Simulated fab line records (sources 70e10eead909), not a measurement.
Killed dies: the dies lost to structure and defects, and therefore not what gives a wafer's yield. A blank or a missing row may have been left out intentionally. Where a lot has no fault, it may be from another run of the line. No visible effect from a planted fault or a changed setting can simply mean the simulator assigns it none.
Which tool is to blame? / flow nandHarc / 13 lots, 38 wafers sampled, at 4 steps of a route of 1159

== WHAT THE GAUGES SHOWED, per wafer ==
No reading from a measuring or inspecting step in the record can be judged against a usual standard deviation.

== WHICH TOOL RAN EACH LOT (tool, then ch and the chambers of the sampled wafers, then the start) ==
lot=L585; NHARC_P_CONTACT_DEP_00=pecvd-03 ch 0,1,2, day 5 10:00 or earlier; NHARC_P_CONTACT_SOFTBAKE_07=lithoTrack-01 ch 0, day 5 10:00; NHARC_P_CONTACT_ETCH_31=rieDiel-11 ch 1,2, day 5 12:17 or earlier; NHARC_P_CONTACT_DEGAS_38=pvdSputter-02, day 5 12:17
lot=L587; NHARC_P_CONTACT_DEP_00=pecvd-02 ch 1,2, day 6 03:00 or earlier; NHARC_P_CONTACT_SOFTBAKE_07=lithoTrack-01 ch 0, day 6 03:00; NHARC_P_CONTACT_ETCH_31=rieDiel-11 ch 0,2, day 6 06:11 or earlier; NHARC_P_CONTACT_DEGAS_38=pvdSputter-03, day 6 06:11
lot=L588; NHARC_P_CONTACT_DEP_00=pecvd-02 ch 0,2, day 6 09:00 or earlier; NHARC_P_CONTACT_SOFTBAKE_07=lithoTrack-06 ch 0, day 6 09:00; NHARC_P_CONTACT_ETCH_31=rieDiel-13 ch 0,2, day 6 11:20 or earlier; NHARC_P_CONTACT_DEGAS_38=pvdSputter-01, day 6 11:20
lot=L589; NHARC_P_CONTACT_DEP_00=pecvd-02 ch 0,1,2, day 6 18:00 or earlier; NHARC_P_CONTACT_SOFTBAKE_07=lithoTrack-04 ch 0, day 6 18:00; NHARC_P_CONTACT_ETCH_31=rieDiel-13 ch 1,3, day 6 21:02 or earlier; NHARC_P_CONTACT_DEGAS_38=pvdSputter-01, day 6 21:02
lot=L591; NHARC_P_CONTACT_DEP_00=pecvd-01 ch 0,1, day 6 19:00 or earlier; NHARC_P_CONTACT_SOFTBAKE_07=lithoTrack-01 ch 0, day 6 19:00; NHARC_P_CONTACT_ETCH_31=rieDiel-11 ch 1,2,3, day 6 21:40 or earlier; NHARC_P_CONTACT_DEGAS_38=pvdSputter-01, day 6 21:40
lot=L592; NHARC_P_CONTACT_DEP_00=pecvd-03 ch 0,1,2, day 7 07:00 or earlier; NHARC_P_CONTACT_SOFTBAKE_07=lithoTrack-01 ch 0, day 7 07:00; NHARC_P_CONTACT_ETCH_31=rieDiel-11 ch 0,2,3, day 7 09:53 or earlier; NHARC_P_CONTACT_DEGAS_38=pvdSputter-01, day 7 09:53
lot=L594; NHARC_P_CONTACT_DEP_00=pecvd-01 ch 0,1,2, day 7 14:00 or earlier; NHARC_P_CONTACT_SOFTBAKE_07=lithoTrack-06 ch 0, day 7 14:00; NHARC_P_CONTACT_ETCH_31=rieDiel-11 ch 1,2, day 7 16:42 or earlier; NHARC_P_CONTACT_DEGAS_38=pvdSputter-02, day 7 16:42
lot=L599; NHARC_P_CONTACT_DEP_00=pecvd-01 ch 0,1, day 8 21:00 or earlier; NHARC_P_CONTACT_SOFTBAKE_07=lithoTrack-01 ch 0, day 8 21:00; NHARC_P_CONTACT_ETCH_31=rieDiel-13 ch 1,2, day 8 23:37 or earlier; NHARC_P_CONTACT_DEGAS_38=pvdSputter-03, day 8 23:37
lot=L604; NHARC_P_CONTACT_DEP_00=pecvd-02 ch 1,2, day 10 04:00 or earlier; NHARC_P_CONTACT_SOFTBAKE_07=lithoTrack-06 ch 0, day 10 04:00; NHARC_P_CONTACT_ETCH_31=rieDiel-11 ch 0,3, day 10 06:15 or earlier; NHARC_P_CONTACT_DEGAS_38=pvdSputter-01, day 10 06:15
lot=L605; NHARC_P_CONTACT_DEP_00=pecvd-02 ch 0,1,2, day 10 14:00 or earlier; NHARC_P_CONTACT_SOFTBAKE_07=lithoTrack-06 ch 0, day 10 14:00; NHARC_P_CONTACT_ETCH_31=rieDiel-11 ch 1,2,3, day 10 16:55 or earlier; NHARC_P_CONTACT_DEGAS_38=pvdSputter-01, day 10 16:55
lot=L606; NHARC_P_CONTACT_DEP_00=pecvd-03 ch 0,2, day 10 15:00 or earlier; NHARC_P_CONTACT_SOFTBAKE_07=lithoTrack-06 ch 0, day 10 15:00; NHARC_P_CONTACT_ETCH_31=rieDiel-13 ch 0,1,2, day 10 17:40 or earlier; NHARC_P_CONTACT_DEGAS_38=pvdSputter-03, day 10 17:40
lot=L608; NHARC_P_CONTACT_DEP_00=pecvd-02 ch 0,1, day 11 01:00 or earlier; NHARC_P_CONTACT_SOFTBAKE_07=lithoTrack-04 ch 0, day 11 01:00; NHARC_P_CONTACT_ETCH_31=rieDiel-02 ch 0,1,3, day 11 03:42 or earlier; NHARC_P_CONTACT_DEGAS_38=pvdSputter-01, day 11 03:42
lot=L607; NHARC_P_CONTACT_DEP_00=pecvd-03 ch 0,1,2, day 11 02:00 or earlier; NHARC_P_CONTACT_SOFTBAKE_07=lithoTrack-01 ch 0, day 11 02:00; NHARC_P_CONTACT_ETCH_31=rieDiel-13 ch 0,1,2, day 11 04:56 or earlier; NHARC_P_CONTACT_DEGAS_38=pvdSputter-02, day 11 04:56
- NHARC_P_CONTACT_DEP_00: deposits SiO2, target thk 500 nm.
- NHARC_P_CONTACT_SOFTBAKE_07: time 55 s.
- NHARC_P_CONTACT_ETCH_31: etches the open film in CH3F/O2, target depth 30 nm, time 85.7 s.
- NHARC_P_CONTACT_DEGAS_38: time 60 s.

== WHAT THE TOOLS THEMSELVES READ (means of the sampled wafers that have a number; where no wafer has one, the mark that the record gives instead) ==
NHARC_P_CONTACT_DEP_00.
lot=L585; tool=pecvd-03; flowSccm (sccm)=2654; heaterPowerW (W)=500; throttleValvePct (%)=16.0
lot=L587; tool=pecvd-02; flowSccm (sccm)=2642; heaterPowerW (W)=589; throttleValvePct (%)=16.6
lot=L588; tool=pecvd-02; flowSccm (sccm)=2648; heaterPowerW (W)=601; throttleValvePct (%)=16.5
lot=L589; tool=pecvd-02; flowSccm (sccm)=2645; heaterPowerW (W)=605; throttleValvePct (%)=16.7
lot=L591; tool=pecvd-01; flowSccm (sccm)=2645; heaterPowerW (W)=571; throttleValvePct (%)=15.3
lot=L592; tool=pecvd-03; flowSccm (sccm)=2647; heaterPowerW (W)=575; throttleValvePct (%)=15.6
lot=L594; tool=pecvd-01; flowSccm (sccm)=2642; heaterPowerW (W)=521; throttleValvePct (%)=15.8
lot=L599; tool=pecvd-01; flowSccm (sccm)=2652; heaterPowerW (W)=537; throttleValvePct (%)=15.0
lot=L604; tool=pecvd-02; flowSccm (sccm)=2658; heaterPowerW (W)=546; throttleValvePct (%)=15.7
lot=L605; tool=pecvd-02; flowSccm (sccm)=2648; heaterPowerW (W)=575; throttleValvePct (%)=16.3
lot=L606; tool=pecvd-03; flowSccm (sccm)=2647; heaterPowerW (W)=600; throttleValvePct (%)=15.5
lot=L608; tool=pecvd-02; flowSccm (sccm)=2648; heaterPowerW (W)=627; throttleValvePct (%)=16.7
lot=L607; tool=pecvd-03; flowSccm (sccm)=2645; heaterPowerW (W)=530; throttleValvePct (%)=15.9

NHARC_P_CONTACT_SOFTBAKE_07.
lot=L585; tool=lithoTrack-01; chillPlateTempC (C)=22.99; heaterPowerTotalW (W)=188.52
lot=L587; tool=lithoTrack-01; chillPlateTempC (C)=22.92; heaterPowerTotalW (W)=188.41
lot=L588; tool=lithoTrack-06; chillPlateTempC (C)=22.91; heaterPowerTotalW (W)=188.48
lot=L589; tool=lithoTrack-04; chillPlateTempC (C)=23.10; heaterPowerTotalW (W)=188.47
lot=L591; tool=lithoTrack-01; chillPlateTempC (C)=22.99; heaterPowerTotalW (W)=188.55
lot=L592; tool=lithoTrack-01; chillPlateTempC (C)=22.98; heaterPowerTotalW (W)=188.34
lot=L594; tool=lithoTrack-06; chillPlateTempC (C)=23.15; heaterPowerTotalW (W)=188.57
lot=L599; tool=lithoTrack-01; chillPlateTempC (C)=22.95; heaterPowerTotalW (W)=188.39
lot=L604; tool=lithoTrack-06; chillPlateTempC (C)=22.84; heaterPowerTotalW (W)=205.59
lot=L605; tool=lithoTrack-06; chillPlateTempC (C)=22.85; heaterPowerTotalW (W)=199.83
lot=L606; tool=lithoTrack-06; chillPlateTempC (C)=23.01; heaterPowerTotalW (W)=199.82
lot=L608; tool=lithoTrack-04; chillPlateTempC (C)=23.03; heaterPowerTotalW (W)=188.46
lot=L607; tool=lithoTrack-01; chillPlateTempC (C)=22.98; heaterPowerTotalW (W)=188.48

NHARC_P_CONTACT_ETCH_31.
lot=L585; tool=rieDiel-11; drypumpMotorCurrentA (A)=5.5; oesProductAu (a.u.)=0.994; rfVppV (V)=244.3; showerheadPlenumPTorr (Torr)=2.45; throttleValvePct (%)=20.668
lot=L587; tool=rieDiel-11; drypumpMotorCurrentA (A)=5.7; oesProductAu (a.u.)=0.991; rfVppV (V)=242.8; showerheadPlenumPTorr (Torr)=2.43; throttleValvePct (%)=20.663
lot=L588; tool=rieDiel-13; drypumpMotorCurrentA (A)=6.1; oesProductAu (a.u.)=0.977; rfVppV (V)=246.3; showerheadPlenumPTorr (Torr)=2.61; throttleValvePct (%)=20.646
lot=L589; tool=rieDiel-13; drypumpMotorCurrentA (A)=5.2; oesProductAu (a.u.)=0.990; rfVppV (V)=244.8; showerheadPlenumPTorr (Torr)=2.47; throttleValvePct (%)=20.659
lot=L591; tool=rieDiel-11; drypumpMotorCurrentA (A)=5.8; oesProductAu (a.u.)=0.986; rfVppV (V)=244.7; showerheadPlenumPTorr (Torr)=2.47; throttleValvePct (%)=20.663
lot=L592; tool=rieDiel-11; drypumpMotorCurrentA (A)=6.0; oesProductAu (a.u.)=0.996; rfVppV (V)=244.0; showerheadPlenumPTorr (Torr)=2.45; throttleValvePct (%)=20.667
lot=L594; tool=rieDiel-11; drypumpMotorCurrentA (A)=5.7; oesProductAu (a.u.)=0.996; rfVppV (V)=245.9; showerheadPlenumPTorr (Torr)=2.51; throttleValvePct (%)=20.656
lot=L599; tool=rieDiel-13; drypumpMotorCurrentA (A)=5.8; oesProductAu (a.u.)=0.994; rfVppV (V)=246.1; showerheadPlenumPTorr (Torr)=2.62; throttleValvePct (%)=20.669
lot=L604; tool=rieDiel-11; drypumpMotorCurrentA (A)=6.4; oesProductAu (a.u.)=1.001; rfVppV (V)=244.4; showerheadPlenumPTorr (Torr)=2.48; throttleValvePct (%)=20.664
lot=L605; tool=rieDiel-11; drypumpMotorCurrentA (A)=5.8; oesProductAu (a.u.)=0.981; rfVppV (V)=244.6; showerheadPlenumPTorr (Torr)=2.47; throttleValvePct (%)=20.659
lot=L606; tool=rieDiel-13; drypumpMotorCurrentA (A)=5.8; oesProductAu (a.u.)=0.978; rfVppV (V)=245.3; showerheadPlenumPTorr (Torr)=2.61; throttleValvePct (%)=20.659
lot=L608; tool=rieDiel-02; drypumpMotorCurrentA (A)=5.5; oesProductAu (a.u.)=0.978; rfVppV (V)=245.2; showerheadPlenumPTorr (Torr)=2.49; throttleValvePct (%)=20.669
lot=L607; tool=rieDiel-13; drypumpMotorCurrentA (A)=5.8; oesProductAu (a.u.)=0.981; rfVppV (V)=246.4; showerheadPlenumPTorr (Torr)=2.61; throttleValvePct (%)=20.657

NHARC_P_CONTACT_DEGAS_38.
lot=L585; tool=pvdSputter-02; heaterPowerW (W)=425
lot=L587; tool=pvdSputter-03; heaterPowerW (W)=477
lot=L588; tool=pvdSputter-01; heaterPowerW (W)=499
lot=L589; tool=pvdSputter-01; heaterPowerW (W)=495
lot=L591; tool=pvdSputter-01; heaterPowerW (W)=501
lot=L592; tool=pvdSputter-01; heaterPowerW (W)=495
lot=L594; tool=pvdSputter-02; heaterPowerW (W)=487
lot=L599; tool=pvdSputter-03; heaterPowerW (W)=469
lot=L604; tool=pvdSputter-01; heaterPowerW (W)=488
lot=L605; tool=pvdSputter-01; heaterPowerW (W)=494
lot=L606; tool=pvdSputter-03; heaterPowerW (W)=417
lot=L608; tool=pvdSputter-01; heaterPowerW (W)=469
lot=L607; tool=pvdSputter-02; heaterPowerW (W)=463

== THE ANSWER, worked out from the rows above alone ==
Rule: the usual values come from the lots themselves. The widest of any qualifying gaps counts: lots, ordered by their means at a reading, are off when they make up no more than a third of the lots, leave a main group of 4 or more, and stand apart from it by 3 or more times the standard deviation of that group's means. A main group whose means are all the same, to the digits that the tables above print for the reading, isn't used. Also off: a lot with no number at a reading for which 4 or more lots have one. The other lots that the step has rows for count as sound. The gauges are gone through in route order, then the tools' own readings, and for those a lot's mean is taken as printed above. At the first step where some lot is off, the reading lying furthest off is the one used; lots without a number count as furthest.
Off: L604, L605, L606, at NHARC_P_CONTACT_SOFTBAKE_07 (heaterPowerTotalW). For the main group the mean is 188.47 W and the standard deviation 0.068.
If a tool, at that step or one of the process steps before it, ran each lot that is off and ran no sound lot following the first of them, it fits. Because NHARC_P_CONTACT_DEP_00 lacks a start for some lots, the hours and order of its lots are taken from NHARC_P_CONTACT_SOFTBAKE_07. One fits: NHARC_P_CONTACT_SOFTBAKE_07 on lithoTrack-06. Its last sound lot is L594 (day 7 14:00), its first lot that is off L604 (day 10 04:00): a fault that began between those two fits.
On the lots that are off, the tool's own readings at NHARC_P_CONTACT_SOFTBAKE_07 differ by more than 5 times the standard deviation of the sound lots' means, which bears it out; heaterPowerTotalW reads 201.75 W there versus 188.47 W on the sound lots.

== WHAT THE SIMULATOR HAD INSERTED ==
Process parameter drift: lithoTrack-06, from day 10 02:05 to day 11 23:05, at NHARC_P_CONTACT_SOFTBAKE_07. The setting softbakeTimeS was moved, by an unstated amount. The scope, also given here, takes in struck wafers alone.
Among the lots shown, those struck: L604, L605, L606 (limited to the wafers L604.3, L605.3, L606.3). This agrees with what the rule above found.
